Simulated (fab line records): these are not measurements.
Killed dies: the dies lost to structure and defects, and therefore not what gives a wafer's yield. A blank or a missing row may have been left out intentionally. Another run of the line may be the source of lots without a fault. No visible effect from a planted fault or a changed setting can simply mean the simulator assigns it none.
A single fault, viewed from 3 desks + flow n5 finfet + each desk holds nothing but its own numbers, with what lay behind them at the end

== THE METROLOGY DESK ==
Lot by lot, what the gauges showed, no matter which tool ran the lot: averages of those sampled wafers that carry a number. Any lot whose mean is over 4 standard deviations away from the usual mean is out of limits and marked OUT; that distance is given in the brackets. It has 12 readings; the 7 that lie furthest out on some lot are the ones shown.
Columns: A = cd nm at N5_BEOL_M4_CD_MEAS_28, usual 26.14 nm; B = IOFF_N at N5_BEOL_M4_RC_MEAS_101, usual 0.17 nA/um; C = IOFF_P at N5_BEOL_M4_RC_MEAS_101, usual 0.23 nA/um; D = SS_N at N5_BEOL_M4_RC_MEAS_101, usual 71.6 mV/dec; E = SS_P at N5_BEOL_M4_RC_MEAS_101, usual 73.4 mV/dec; F = VT_N at N5_BEOL_M4_RC_MEAS_101, usual 249 mV; G = VT_P at N5_BEOL_M4_RC_MEAS_101, usual -249 mV
| lot  | first seen here | A     | B    | C    | D    | E    | F   | G    |
|------|-----------------|-------|------|------|------|------|-----|------|
| L862 | day 7 15:59     | 26.12 | 0.20 | 0.23 | 71.8 | 73.6 | 245 | -249 |
| L872 | day 9 21:45     | 26.31 | 0.21 | 0.26 | 72.5 | 73.9 | 247 | -249 |
| L873 | day 10 01:53    | 25.70 | 0.23 | 0.31 | 72.1 | 74.7 | 242 | -243 |
| L875 | day 10 22:50    | 26.12 | 0.16 | 0.24 | 71.0 | 74.0 | 250 | -248 |
| L877 | day 11 08:05    | 26.09 | 0.17 | 0.22 | 72.2 | 73.0 | 250 | -252 |
| L882 | day 12 12:28    | 26.22 | 0.17 | 0.27 | 71.5 | 73.0 | 249 | -244 |
| L885 | day 13 03:59    | 25.87 | 0.16 | 0.22 | 71.3 | 73.8 | 248 | -250 |
This desk's verdict: no lot among the 7 shows anything out of limits.

== THE DEFECT DESK ==
For each lot, the counts of the inspections along the route, averaged over the sampled wafers that have a number. Any lot whose mean is over 4 standard deviations away from the usual mean is out of limits and marked OUT; that distance is given in the brackets.
Columns: A = raw defect count at N5_BEOL_M4_INSPECT_30, usual 424
| lot  | first seen here | A   |
|------|-----------------|-----|
| L862 | day 7 16:04     | 317 |
| L872 | day 9 21:50     | 573 |
| L873 | day 10 01:58    | 455 |
| L875 | day 10 22:55    | 402 |
| L877 | day 11 08:11    | 364 |
| L882 | day 12 12:34    | 306 |
| L885 | day 13 04:04    | 376 |
This desk's verdict: no lot among the 7 shows anything out of limits.

== TOOL OWNER'S DESK, rie diel-04 ==
The tool's own readings at N5_BEOL_M4_DESCUM_33 (chemistry O2, time 7 s): means of the sampled wafers that have a number, for each lot that ran on this tool. Any lot whose mean is over 4 standard deviations away from the usual mean is out of limits and marked OUT; that distance is given in the brackets.
Columns: A = drypump motor current A at N5_BEOL_M4_DESCUM_33, usual 5.7 A; B = oes product au at N5_BEOL_M4_DESCUM_33, usual 0.78 a.u.; C = rf vpp V at N5_BEOL_M4_DESCUM_33, usual 243.1 V; D = showerhead plenum p Torr at N5_BEOL_M4_DESCUM_33, usual 2.10 Torr; E = throttle valve pct at N5_BEOL_M4_DESCUM_33, usual 20.47 %
| lot  | first seen here | A   | B    | C     | D    | E     |
|------|-----------------|-----|------|-------|------|-------|
| L862 | day 7 16:06     | 5.5 | 0.71 | 242.8 | 2.14 | 20.72 |
| L873 | day 10 02:02    | 5.7 | 0.71 | 242.2 | 2.08 | 20.54 |
| L875 | day 10 22:58    | 5.5 | 0.70 | 242.9 | 2.12 | 20.77 |
| L877 | day 11 08:13    | 5.8 | 0.70 | 243.1 | 2.08 | 20.54 |
This desk's verdict: no lot among the 4 shows anything out of limits.

== PUT TOGETHER ==
Metrology desk: nothing out of limits seen.
No out-of-limits result turned up at the defect desk.
Nothing out of limits was seen by the tool owner's desk.

== WHAT THE SIMULATOR PUT IN ==
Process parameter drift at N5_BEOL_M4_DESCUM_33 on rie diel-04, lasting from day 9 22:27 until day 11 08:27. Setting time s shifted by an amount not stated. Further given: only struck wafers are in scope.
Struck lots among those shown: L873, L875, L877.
